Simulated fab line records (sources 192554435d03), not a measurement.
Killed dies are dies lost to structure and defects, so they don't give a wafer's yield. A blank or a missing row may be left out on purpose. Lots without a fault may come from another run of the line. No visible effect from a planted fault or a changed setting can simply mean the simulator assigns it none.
A struck lot beside a sound one	flow n5Finfet	41 steps out of a route of 1938
Sound: wafers L433.1, L433.3, L433.4. Wafers struck: L439.1, L439.3, L439.4. The cause is named last.
Order at every step that has rows: each side's tool, ch and its chambers, its first start. Under that, the readings that differ: sound wafers	struck wafers	difference of the means	sigmas: that difference in standard deviations of wafers without a fault.
alike: a reading whose means differ by less than 2 such deviations, as well as words and numbers matching on both sides. not compared: withheld readings; readings where some wafer has no value; bounds like >300 that might hide an equal value; numbers whose values overlap and for which the record gives no deviation.
The two part at a step that has a row with sigmas, a row that says differs or no value, or rows on one side only. When numbers do not overlap yet have no deviation, they are printed without sigmas and do not part them. A reading missing from all wafers of one side parts the sides only when that side holds two or more wafers.

first, 9 steps without rows for these wafers: N5_BEOL_M4_ANNEAL_95 (time 240 s); N5_BEOL_M4_SPUTTER_96 (material Cu, target thk 4.5 nm, time 8.29 s); N5_BEOL_M4_ECD_50 (material Cu, target thk 300 nm); N5_BEOL_M4_ANNEAL_51 (time 90 s); N5_BEOL_M4_CMP_52 (polishes, stops on SiOC, t overpolish 6.8 s, target thk 40 nm); N5_BEOL_M4_PRE_CLEAN_60 (time 15 s); N5_BEOL_M4_CO_CAP_55 (material Co, precursor CCTBA/H2, target thk 2 nm, time 102.1 s); N5_BEOL_M4_PRE_CLEAN_56 (time 15 s); N5_BEOL_M4_DEP_57 (deposits SiCN from 3MS/NH3, target thk 8 nm, time 14 s).
N5_BEOL_M4_RC_MEAS_101:
  sound on prober-02 ch 0, day 9 15:42; struck on prober-01 ch 0, day 10 20:40
reading	sound	struck	difference	sigmas
VT_P (mV)	-255.3 -248.9 -249.3	-245.9 -244.7 -244.5	+6.1	+2
  alike: DIBL_N, DIBL_P, IOFF_N, IOFF_P, ION_N, ION_P, SS_N, SS_P, VT_N
then, 24 steps without rows for these wafers: N5_BEOL_M5_ILD_DEP_00 (deposits SiCOH lowk from DEMS/porogen, target thk 140.64 nm, time 25.9 s); N5_BEOL_M5_CURE_79 (cures SiCOH lowk, time 240 s); N5_BEOL_M5_PECVD_70 (deposits SiO2 from TEOS/O2, target thk 16 nm, time 18 s); N5_BEOL_M5_HM_DEP_02 (deposits TiN, target thk 20 nm); N5_BEOL_M5_COAT_59 (time 60 s, resist thk 60 nm); N5_BEOL_M5_COAT_60 (time 60 s, resist thk 12 nm); N5_BEOL_M5_COAT_71 (time 60 s, resist thk 5 nm); N5_BEOL_M5_COAT_05 (resist thk 30 nm); N5_BEOL_M5_EBR_07; N5_BEOL_M5_SOFTBAKE_06 (time 60 s); N5_BEOL_M5_EXPOSE_08 (exposes mask M5, target cd 28 nm); N5_BEOL_M5_PEB_09 (peb time 60 s); N5_BEOL_M5_DEVELOP_10 (develop time 30 s); N5_BEOL_M5_DESCUM_16 (chemistry O2, time 7 s); N5_BEOL_M5_ETCH_72 (etches underlayer in N2/H2, target depth 6.5 nm, time 5.2 s); N5_BEOL_M5_ETCH_61 (etches SiARC in CF4, target depth 15.6 nm, time 26 s); N5_BEOL_M5_ETCH_62 (etches SOC in N2/H2, target depth 75 nm, overetch 15 nm, time 112.5 s); N5_BEOL_M5_STRIP_63 (strips in N2/H2); N5_BEOL_M5_STRIP_73 (strips in N2/H2); N5_BEOL_M5_STRIP_64 (strips in CF4); N5_BEOL_M5_HM_OPEN_17 (chemistry Cl2/BCl3, target TiN, target depth 20 nm, overetch 6 nm); N5_BEOL_M5_STRIP_19 (strips in O2); N5_BEOL_M5_COAT_65 (time 60 s, resist thk 60 nm); N5_BEOL_M5_COAT_66 (time 60 s, resist thk 12 nm).
N5_BEOL_M10_EXPOSE_08: exposes mask M10.
  sound on arfiScanner-01 ch 0, day 11 18:24; struck on arfiScanner-01 ch 0, day 12 19:45
reading	sound	struck	difference	sigmas
exposureDoseMJCm2	53.68 53.72 53.67	67.44 67.46 67.55	+13.79	+99 or more
  alike: mask, stageVelMmS
N5_BEOL_M10_CD_MEAS_11: target cd 64.1 nm.
  sound on cdSem-02 ch 0, day 11 18:31; struck on cdSem-02 ch 0, day 12 19:52
reading	sound	struck	difference	sigmas
cdNm (nm)	63.8 63.7 64.3	77.0 77.2 77.9	+13.4	+28
N5_BEOL_M10_ETCH_61: etches SiARC in CF4, target depth 39 nm, time 65 s.
  sound on rieDiel-01 ch 0,2,3, day 11 18:39; struck on rieDiel-01 ch 0,2,3, day 12 20:01
reading	sound	struck	difference	sigmas
model.BEOL_M10.cdOffsetNm (nm)	0 0 0.2	13 13 13.8	+13	
  alike: drypumpMotorCurrentA, etchRfOnTimeS, oesProductAu, rfVppV, showerheadPlenumPTorr, throttleValvePct
  not compared: rfHoursCounterH
N5_BEOL_M10_HM_OPEN_17: chemistry Cl2/BCl3, target TiN, target depth 20 nm, overetch 6 nm.
  sound on rieMetal-02 ch 0,1, day 11 18:53; struck on rieMetal-02 ch 0,1, day 12 20:14
reading	sound	struck	difference	sigmas
model.BEOL_M10.cdOffsetNm (nm)	-0.2 0 0.4	13 13 13.6	+13	
  alike: drypumpMotorCurrentA, oesProductAu, throttleValvePct
  not compared: rfHoursCounterH
N5_BEOL_M10_CD_MEAS_18: pitch 140 nm, target cd 70 nm.
  sound: cdSem-02 at day 11 19:04; struck: cdSem-03 at day 12 20:26
reading	sound	struck	difference	sigmas
cdNm (nm)	69.6 69.9 70.3	83.0 82.6 83.5	+13.1	+26
N5_BEOL_M15_RC_MEAS_101:
  the record has rows for the sound wafers here (prober-02 ch 0, day 13 05:31) and none for the struck ones
-- a jump in the record: the struck wafers' starts before and after are 2 days apart (it breaks off in module BEOL_M15 and resumes in module PASSIVATION, where the first step shown is number 1936 of the route) --
N5_PASSIVATION_PROBE_49:
  sound: prober-01 at day 13 21:34; struck: prober-01 at day 15 01:01
reading	sound	struck	difference	sigmas
defectLimitedYield (%)	93.1 92.2 93.6	16.4 17.5 11.6	-77.8	-56
killed_at_M0_to_M3	33 35 18	59 53 61	+29	+3
killed_at_M4_up	9 6 13	867 866 919	+875	+99 or more
killedDies	81 92 75	986 974 1043	+918	+57
killedOnRim	6 20 8	150 152 152	+140	+35
killedOpen	54 53 50	89 71 92	+32	+2
sort_bin_5_function (%)	3.7 4.2 3.6	6.7 5.9 7.5	+2.9	+3
sortNPass	1099 1088 1105	194 206 137	-918	-57
sortYieldPct (%)	93.1 92.2 93.6	16.4 17.5 11.6	-77.8	-56
  alike: killedAtContacts, killedAtFrontEnd, killedAtOther, killedShort, sort_bin_6_memory

WHERE THEY PART
First at N5_BEOL_M4_RC_MEAS_101; last, within this record, at N5_PASSIVATION_PROBE_49.

WHY: what had been put in by the simulator
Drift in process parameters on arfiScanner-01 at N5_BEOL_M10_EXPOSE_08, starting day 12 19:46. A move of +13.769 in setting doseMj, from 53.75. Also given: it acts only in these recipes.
